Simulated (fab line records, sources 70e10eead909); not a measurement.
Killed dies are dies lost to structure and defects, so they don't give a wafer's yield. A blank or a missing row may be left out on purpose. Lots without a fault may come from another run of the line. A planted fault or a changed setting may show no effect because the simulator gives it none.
fab line records | flow nand_harc
record lots=12 wafers=36 last_day=33
route steps=1302 shown A_SLIT@942 A_WL_FILL@952
lots that met no fault: from a run of the same line without faults
start_h: hours from the record's first day to the start of the lot's first wafer shown | wait_h: hours since the lot's step before | " the same as in the row above | L1.1+2: a row that stands for several wafers | - no value, or no start given | * or withheld: withheld | < > ~ a bound
route shown NAME@n: a module of which the file shows steps, and the number in the route of the first | usual: mean/standard deviation of fault-free wafers | same: alike in all rows | chamber/n: place in a boat | sites: the reading at each site | _std_site: their standard deviation | _edge_site: outer sites' mean less inner sites' | radius_mm: how far each site lies from the wafer's centre | mask NAME#n: copy n | behind: the tool/chamber that last shaped the wafer | hold: why the lot was held/for how many hours/how that ended | device: the transistor (n, p or np) that didn't switch | end of line: the same wafers' tests at the end of the route | a step without rows: its recipe alone | killed: dies lost to structure and defects at the first sort, not the wafer's yield | map: a wafer's dies, x killed, . not, _ none there
set.NAME: the setting as run; set.NAME@STEP: as run at that earlier step | model.NAME: the simulator's own value behind a step, which no gauge read
steps of the route over a sample of lots; a table a step, a row a wafer
services: from which hour (start_h, from the record's first day; less than 0 if before it) a tool's chamber was out of use, for how many hours, and why
## steps
# step NHARC_A_SLIT_ETCH_29
# recipe target_depth_a=1000 overetch_a=100 time_s=55 ion_energy_ev=100 cf4_flow_sccm=80 o2_flow_sccm=20 ar_flow_sccm=0 rf_w=300 bias_w=100 chemistry=CF4/O2
# usual drypump_motor_current_A=5.9/0.34 oes_product_au=1.003/0.012 rf_vpp_V=196.9/1.3 showerhead_plenum_p_Torr=1.29/0.045 throttle_valve_pct=13.397/0.009
# columns lot.wafer tool chamber start_h wait_h drypump_motor_current_A oes_product_au rf_hours_counter_h rf_vpp_V showerhead_plenum_p_Torr throttle_valve_pct
L891.3 rie_diel-07 3 467.68 0.1 5.3 0.998 10.0 197.2 1.35 13.394
L891.4 " 2 " " 5.5 1.002 - 198.0 1.33 13.408
L891.6 " 3 " " 5.4 0.998 - 198.0 1.35 13.396
L893.1 rie_diel-10 1 475.88 0.1 6.5 0.996 3.5 196.8 1.24 13.387
L893.4 " 2 " " 6.0 1.003 3.8 196.7 1.25 13.408
L893.5 " 0 " " 5.9 1.012 - 196.0 1.31 13.376
L895.4 rie_diel-08 1 509.34 0.1 5.5 1.008 3.8 197.7 1.35 13.405
L895.1 " 2 " " 5.7 0.990 3.8 196.9 1.26 13.398
L895.6 " 0 " " 5.9 1.005 - 195.9 1.26 13.400
L894.1 rie_diel-08 0 514.69 0.1 5.9 1.018 4.8 196.8 1.26 13.391
L894.3 " 1 " " 5.4 1.012 4.0 198.5 1.35 13.402
L894.5 " 3 " " 5.4 1.001 - 195.3 1.25 13.391
L898.1 rie_diel-10 1 535.45 0.1 6.5 0.999 7.3 195.7 1.24 13.390
L898.3 " 2 " " 6.0 1.018 7.4 194.9 1.24 13.396
L898.6 " 3 " " 6.1 1.002 - 196.2 1.24 13.385
L897.1 rie_diel-10 1 549.10 0.1 6.5 0.984 7.6 195.3 1.24 13.386
L897.4 " 2 " " 5.9 1.009 7.7 196.3 1.24 13.395
L897.6 " 2 " " 5.9 1.003 - 197.5 1.24 13.392
L899.3 rie_diel-10 2 552.91 0.1 6.0 1.008 8.7 194.8 1.24 13.395
L899.2 " 3 " " 6.0 0.993 6.8 195.7 1.24 13.398
L899.4 " 0 " " 5.9 1.021 7.6 197.1 1.31 13.392
L901.4 rie_diel-08 0 556.06 0.1 5.9 1.028 0.5 195.1 1.26 13.397
L901.3 " 2 " " 5.7 1.009 0.9 195.4 1.26 13.415
L901.5 " 0 " " 5.9 1.023 - 196.5 1.26 13.387
L908.2 rie_diel-08 2 643.77 0.1 5.7 0.994 6.8 196.7 1.26 13.400
L908.3 " 0 " " 5.9 1.005 7.0 196.2 1.26 13.409
L908.4 " 0 " " 5.9 1.010 - 195.9 1.26 13.401
L910.1 rie_diel-07 3 647.35 0.1 5.4 1.010 10.0 198.8 1.34 13.410
L910.4 " 2 " " 5.5 1.005 - 197.8 1.32 13.402
L910.6 " 3 " " 5.4 1.005 - 198.3 1.34 13.391
L912.1 rie_diel-10 1 670.50 0.1 6.5 0.987 5.1 195.7 1.24 13.398
L912.3 " 3 " " 6.0 0.992 3.6 195.3 1.24 13.399
L912.6 " 2 " " 6.0 0.995 - 195.0 1.24 13.401
L911.2 rie_diel-10 3 674.17 0.1 6.1 0.986 3.6 196.4 1.24 13.412
L911.6 " 1 " " 6.5 0.983 - 195.3 1.24 13.404
L911.5 " 2 " " 6.0 0.992 - 195.4 1.24 13.396
# step NHARC_A_WL_FILL_ALD_00
# recipe target_thk_a=30 pulse_time_s=3 ald_cycles=30 temp_c=300 material=Al2O3
# usual ald_cycles=30/0 heater_power_w=473/64 precursor_pulse_height_rel=1.000/0.02
# columns lot.wafer tool chamber start_h wait_h ald_cycles heater_power_w precursor_pulse_height_rel
L891.4 ald_hk-01 3 476.39 1.5 30 507 1.003
L891.3 " 0 " " 30 423 1.035
L891.6 " 3 " " 30 526 1.030
L893.1 ald_hk-04 1 482.85 0.1 30 395 1.030
L893.4 " 2 " " 30 411 0.967
L893.5 " 1 " " 30 400 0.997
L895.4 ald_hk-04 1 516.57 0.1 30 402 0.989
L895.1 " 0 " " 30 458 1.016
L895.6 " 2 " " 30 408 0.993
L894.1 ald_hk-03 1 522.01 0.1 30 454 0.991
L894.3 " 2 " " 30 400 0.960
L894.5 " 1 " " 30 454 1.024
L898.1 ald_hk-04 0 542.65 0.1 30 458 1.002
L898.3 " 1 " " 30 397 1.003
L898.6 " 0 " " 30 447 1.002
L897.4 ald_hk-04 0 556.43 0.1 30 456 1.004
L897.1 " 1 " " 30 405 0.986
L897.6 " 3 " " 30 429 1.025
L899.2 ald_hk-01 0 561.58 0.1 30 411 0.993
L899.3 " 2 " " 30 592 1.016
L899.4 " 3 " " 30 505 0.977
L901.3 ald_hk-01 3 563.32 0.1 30 505 0.974
L901.4 " 0 " " 30 413 1.011
L901.5 " 1 " " 30 499 0.976
L908.2 ald_hk-01 0 650.67 0.1 30 413 1.010
L908.4 " 1 " " 30 501 1.018
L908.3 " 2 " " 30 599 0.993
L910.4 ald_hk-03 1 655.85 0.1 30 460 1.003
L910.1 " 3 " " 30 572 0.978
L910.6 " 1 " " 30 478 1.030
L912.3 ald_hk-04 2 677.64 0.1 30 423 1.025
L912.1 " 3 " " 30 422 1.000
L912.6 " 1 " " 30 403 1.002
L911.2 ald_hk-03 1 681.44 0.1 30 463 1.000
L911.5 " 3 " " 30 585 1.013
L911.6 " 0 " " 30 487 1.006
# step NHARC_A_WL_FILL_ALD_02
# recipe target_thk_a=20 pulse_time_s=3 ald_cycles=100 temp_c=450 material=TiN
# usual ald_cycles=100/0 heater_power_w=1084/110 precursor_pulse_height_rel=1.001/0.02
# columns lot.wafer tool chamber start_h wait_h ald_cycles heater_power_w precursor_pulse_height_rel
L891.4 ald_metal-01 0 476.87 0.1 100 1139 0.985
L891.3 " 2 " " 100 1294 0.991
L891.6 " 0 " " 100 1128 1.053
L893.4 ald_metal-01 3 483.37 0.1 100 1112 0.969
L893.1 " 1 " " 100 1141 1.008
L893.5 " 3 " " 100 1085 0.983
L895.1 ald_metal-01 1 517.26 0.2 100 1138 1.019
L895.4 " 3 " " 100 1119 1.018
L895.6 " 1 " " 100 1163 0.994
L894.3 ald_metal-04 2 522.46 0.1 100 1108 0.967
L894.1 " 1 " " 100 1024 1.003
L894.5 " 0 " " 100 1001 0.993
L898.1 ald_metal-01 3 543.18 0.3 100 1039 0.972
L898.3 " 0 " " 100 1014 0.998
L898.6 " 2 " " 100 1289 0.985
L897.1 ald_metal-02 2 556.87 0.2 100 1042 0.996
L897.4 " 0 " " 100 1051 0.991
L897.6 " 3 " " 100 974 1.016
L899.2 ald_metal-02 0 562.06 0.2 100 1069 0.984
L899.4 " 2 " " 100 1046 1.013
L899.3 " 3 " " 100 989 0.995
L901.4 ald_metal-04 0 563.82 0.2 100 1019 1.051
L901.3 " 1 " " 100 1033 1.016
L901.5 " 3 " " 100 899 0.959
L908.2 ald_metal-01 2 651.12 0.2 80 1325 0.984
L908.3 " 1 " " 80 1160 0.995
L908.4 " 3 " " 80 1096 1.007
L910.4 ald_metal-01 1 656.30 0.1 80 1199 0.985
L910.1 " 3 " " 80 1084 1.011
L910.6 " 2 " " 80 1342 0.983
L912.1 ald_metal-02 1 678.07 0.2 100 897 1.013
L912.3 " 3 " " 100 982 0.982
L912.6 " 1 " " 100 911 0.997
L911.2 ald_metal-04 1 681.86 0.2 100 1011 0.991
L911.6 " 1 " " 100 1010 0.997
L911.5 " 2 " " 100 1127 1.025
# step NHARC_A_WL_FILL_ETCHBACK_04
# recipe target_depth_a=600 time_s=120 chemistry=NF3
# usual drypump_motor_current_A=5.7/0.43 oes_product_au=1.002/0.011
# columns lot.wafer tool chamber start_h wait_h drypump_motor_current_A oes_product_au rf_hours_counter_h
L891.4 rie_metal-01 0 477.74 0.2 6.0 1.025 -
L891.3 " 1 " " 5.1 1.012 -
L891.6 " 0 " " 6.0 1.015 -
L893.1 rie_metal-02 0 484.16 0.3 5.9 0.992 0.6
L893.4 " 1 " " 5.3 0.983 -
L893.5 " 1 " " 5.3 0.993 -
L895.1 rie_metal-03 1 518.06 0.3 6.2 1.007 3.8
L895.4 " 0 " " 5.3 1.002 -
L895.6 " 1 " " 6.2 1.013 -
L894.1 rie_metal-01 0 523.39 0.4 6.0 1.011 1.5
L894.3 " 1 " " 5.1 1.000 -
L894.5 " 1 " " 5.1 1.006 -
L898.1 rie_metal-01 1 543.95 0.4 5.1 1.015 1.8
L898.3 " 0 " " 6.0 1.018 -
L898.6 " 1 " " 5.1 1.016 -
L897.1 rie_metal-02 0 557.71 0.3 5.8 0.994 1.4
L897.4 " 0 " " 5.8 1.002 -
L897.6 " 1 " " 5.2 0.997 -
L899.2 rie_metal-03 0 562.87 0.3 5.4 0.984 0.1
L899.4 " 0 " " 5.4 0.983 -
L899.3 " 1 " " 6.2 1.014 -
L901.3 rie_metal-01 1 564.65 0.3 5.1 1.007 -
L901.4 " 0 " " 6.0 1.018 -
L901.5 " 1 " " 5.1 1.014 -
L908.2 rie_metal-03 1 652.01 0.3 6.2 1.000 2.1
L908.4 " 1 " " 6.2 0.994 -
L908.3 " 0 " " 5.4 1.000 -
L910.1 rie_metal-02 0 657.11 0.3 5.9 1.008 0.3
L910.4 " 1 " " 5.3 1.022 -
L910.6 " 0 " " 5.9 0.997 -
L912.1 rie_metal-01 0 678.89 0.3 6.1 1.005 2.1
L912.3 " 1 " " 5.1 0.987 -
L912.6 " 0 " " 6.0 1.006 -
L911.2 rie_metal-02 0 682.68 0.3 5.9 0.987 0.8
L911.5 " 0 " " 5.9 0.990 -
L911.6 " 1 " " 5.2 1.005 -
## services
# columns tool chamber start_h hours kind
rie_metal-02 - 454.00 9.0 pm
rie_diel-08 0 461.05 2.7 repair
rie_metal-01 - 464.65 1.4 repair
rie_diel-10 0 468.17 1.2 repair
rie_diel-10 1 469.74 4.1 repair
ald_hk-01 - 477.25 10.0 pm
rie_metal-01 - 502.67 0.7 repair
ald_metal-01 - 526.00 10.0 pm
rie_diel-08 2 529.04 7.2 repair
rie_diel-08 0 541.20 3.1 repair
rie_diel-08 - 544.80 9.0 pm
ald_metal-01 2 553.99 2.7 repair
rie_metal-01 - 575.00 9.0 pm
rie_diel-10 - 596.50 9.0 pm
ald_metal-01 1 596.81 5.2 repair
rie_diel-08 2 610.55 16.5 repair
ald_hk-04 - 614.81 0.8 repair
ald_metal-01 1 619.20 3.2 repair
ald_metal-01 1 623.38 1.7 repair
ald_metal-01 0 625.40 26.4 repair
rie_metal-02 - 631.00 9.0 pm
rie_diel-08 1 632.83 15.1 repair
ald_metal-01 1 643.08 5.6 repair
ald_metal-01 1 682.19 16.5 repair
## key
first_sign step=NHARC_A_WL_FILL_ALD_02 reading=ald_cycles direction=down sigmas=99+ usual=100 struck=80
effect none on later readings
met_at NHARC_A_WL_FILL_ALD_02
struck_lots L908,L910
tester_left_out L908,L910
not_acting_at NHARC_A_SLIT_ETCH_29,NHARC_A_WL_FILL_ALD_00,NHARC_A_WL_FILL_ETCHBACK_04
onset_between 543.18 651.12
fault kind=process_parameter_drift tool=ald_metal-01 chamber=- onset_h=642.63 steps=NHARC_A_WL_FILL_ALD_02 channel=ald_cycles offset=-20 shape=step end_h=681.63 acts_in=these_recipes_only stated=100
# tester_left_out: of these lots the tester's yield and bins aren't shown, on N5 and GAA mostly nor the transistor test; their killed dies are dies lost to structure and defects alone, not to doping, threshold or leakage, so they don't give the yield
